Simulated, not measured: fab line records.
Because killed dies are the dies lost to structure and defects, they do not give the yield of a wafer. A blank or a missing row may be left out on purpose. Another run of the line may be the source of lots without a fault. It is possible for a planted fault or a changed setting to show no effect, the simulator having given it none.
Chamber matching || flow n5-finfet || rie-diel-06 running N5_BEOL_M6_STRIP_19: 4 sister chambers
The step strips in O2. 4 wafers are shown with their chamber, then 7 later ones without.

## WAFERS PAIRED WITH THEIR CHAMBERS
{"wafer": "L078.5", "chamber": 1, "drypump-motor-current-A (A)": 4.8}
{"wafer": "L079.4", "chamber": 0, "drypump-motor-current-A (A)": 6.3}
{"wafer": "L089.2", "chamber": 3, "drypump-motor-current-A (A)": 6.6}
{"wafer": "L089.3", "chamber": 2, "drypump-motor-current-A (A)": 5.4}

## WAFERS WHOSE CHAMBER IS MISSING
{"wafer": "L089.5", "drypump-motor-current-A (A)": 4.8}
{"wafer": "L091.1", "drypump-motor-current-A (A)": 5.4}
{"wafer": "L091.2", "drypump-motor-current-A (A)": 6.2}
{"wafer": "L091.3", "drypump-motor-current-A (A)": 4.8}
{"wafer": "L096.1", "drypump-motor-current-A (A)": 6.6}
{"wafer": "L096.2", "drypump-motor-current-A (A)": 5.4}
{"wafer": "L096.4", "drypump-motor-current-A (A)": 6.2}

## CHAMBER TAKEN BY EACH
{"wafer": "L089.5", "from the rows above": 1, "in truth": 1}
{"wafer": "L091.1", "from the rows above": 2, "in truth": 2}
{"wafer": "L091.2", "from the rows above": 0, "in truth": 0}
{"wafer": "L091.3", "from the rows above": 1, "in truth": 1}
{"wafer": "L096.1", "from the rows above": 3, "in truth": 3}
{"wafer": "L096.2", "from the rows above": 2, "in truth": 2}
{"wafer": "L096.4", "from the rows above": 0, "in truth": 0}
Placed correctly: 7 of 7. From these rows, 0 cannot be placed. Wrongly placed: 0.
How it was worked out, from the rows above alone: a wafer's distance from a chamber is the root of the sum, over the readings, of the square of ((its reading less the chamber's mean) divided by the reading's scatter). If the next closest chamber is less than 2 further off than the closest, the wafer can't be placed; otherwise it belongs to the closest. Each chamber's mean is taken over the wafers shown for it. The scatter: with one shown wafer a chamber, the root of the mean of the squares of how far each hidden wafer lies from its nearest shown one.
